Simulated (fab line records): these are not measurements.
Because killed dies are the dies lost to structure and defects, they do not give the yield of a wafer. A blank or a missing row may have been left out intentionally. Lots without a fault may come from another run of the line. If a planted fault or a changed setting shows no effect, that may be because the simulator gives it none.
Which tool did it? -- flow n5 finfet -- 12 lots, 36 wafers sampled, at 3 steps of a route of 1938

## WHAT THE GAUGES READ, wafer by wafer
N5_BEOL_M13_OCD_MEAS_35.
lot,measured,on,trench depth nm (nm)
L853,day 10 22:09,ocd-01,412 410 413
L854,day 11 14:37,ocd-01,413 411 408
L855,day 11 21:10,ocd-01,411 416 405
L856,day 11 23:27,ocd-02,416 413 419
L861,day 13 12:47,ocd-01,412 421 416
L858,day 14 16:13,ocd-01,421 413 422
L867,day 15 21:23,ocd-01,408 409 411
L868,day 15 21:58,ocd-01,416 418 415
L870,day 16 12:41,ocd-02,423 417 422
L873,day 17 14:57,ocd-02,423 429 424
L874,day 17 17:34,ocd-02,413 422 423
L876,day 17 19:28,ocd-02,414 417 423

N5_BEOL_M13_RS_MEAS_54: measures by four-point-probe.
lot,measured,on,M13_RS (ohm/sq)
L853,day 11 02:26,film metro-01,0.0450 0.0452 0.0450
L854,day 11 20:53,film metro-01,0.0451 0.0452 0.0457
L855,day 12 01:00,film metro-02,0.0451 0.0446 0.0457
L856,day 12 03:17,film metro-01,0.0447 0.0447 0.0442
L861,day 13 17:16,film metro-02,0.0447 0.0438 0.0446
L858,day 14 22:40,film metro-01,0.0442 0.0452 0.0440
L867,day 16 01:21,film metro-02,0.0455 0.0454 0.0452
L868,day 16 10:43,film metro-01,0.0448 0.0446 0.0448
L870,day 16 15:20,film metro-02,0.0441 0.0446 0.0443
L873,day 17 17:38,film metro-02,0.0440 0.0432 0.0439
L874,day 17 20:13,film metro-01,0.0450 0.0439 0.0438
L876,day 17 21:55,film metro-01,0.0449 0.0443 0.0437

## WHAT TOOL EACH LOT RAN ON (gives the tool, then ch and the chambers of the sampled wafers, and finally the start)
lot,N5_BEOL_M13_DEP_53
L853,"pecvd-03 ch 1,2, day 11 02:22"
L854,"pecvd-02 ch 1,2, day 11 20:49"
L855,"pecvd-02 ch 0,1,2, day 12 00:56"
L856,"pecvd-02 ch 1,2, day 12 03:13"
L861,"pecvd-04 ch 0,1,2, day 13 17:13"
L858,"pecvd-04 ch 0,1, day 14 22:35"
L867,"pecvd-04 ch 0,2, day 16 01:17"
L868,"pecvd-02 ch 0,1,2, day 16 10:38"
L870,"pecvd-04 ch 1,2, day 16 15:16"
L873,"pecvd-02 ch 0,2, day 17 17:34"
L874,"pecvd-04 ch 0,1,2, day 17 20:09"
L876,"pecvd-04 ch 0,2, day 17 21:50"
- N5_BEOL_M13_DEP_53: deposits SiCN from 3MS/NH3, target thk 50 nm, time 17.8 s.

## WHAT THE TOOLS THEMSELVES READ (means of the sampled wafers that have a number; where no wafer has one, the mark that the record gives instead)
N5_BEOL_M13_DEP_53.
lot,tool,showerhead plenum p Torr (Torr),throttle valve pct (%)
L853,pecvd-03,4.145,17.3
L854,pecvd-02,4.162,16.8
L855,pecvd-02,4.159,17.7
L856,pecvd-02,4.162,16.9
L861,pecvd-04,4.179,17.5
L858,pecvd-04,4.189,17.6
L867,pecvd-04,4.177,17.1
L868,pecvd-02,4.159,17.8
L870,pecvd-04,4.168,17.6
L873,pecvd-02,4.163,18.2
L874,pecvd-04,4.178,17.6
L876,pecvd-04,4.178,17.2

## THE ANSWER, worked out from the rows above alone
Rule: the usual values come from the lots themselves. Put in order of their means at a reading, lots are off if they are a third of the lots or fewer, leave a main group of 4 or more, and stand apart from it by a gap of 3 or more times the standard deviation of the main group's means; of several such gaps the widest counts. A main group is skipped when, at the precision printed for the reading in the tables above, its means are all equal. A lot without any number at a reading at which 4 lots or more have one is off too. Where the step has rows for the other lots, those lots are counted as sound. Order of review: gauges by route order, followed by the tools' own readings, for which a lot's mean as printed above is used. The first step at which some lot is off is used, and at that step the reading that is off furthest; a lot without a number counts as furthest.
Nothing can be told from this: no lot is off at any reading shown.

## WHAT HAD BEEN PUT IN BY THE SIMULATOR
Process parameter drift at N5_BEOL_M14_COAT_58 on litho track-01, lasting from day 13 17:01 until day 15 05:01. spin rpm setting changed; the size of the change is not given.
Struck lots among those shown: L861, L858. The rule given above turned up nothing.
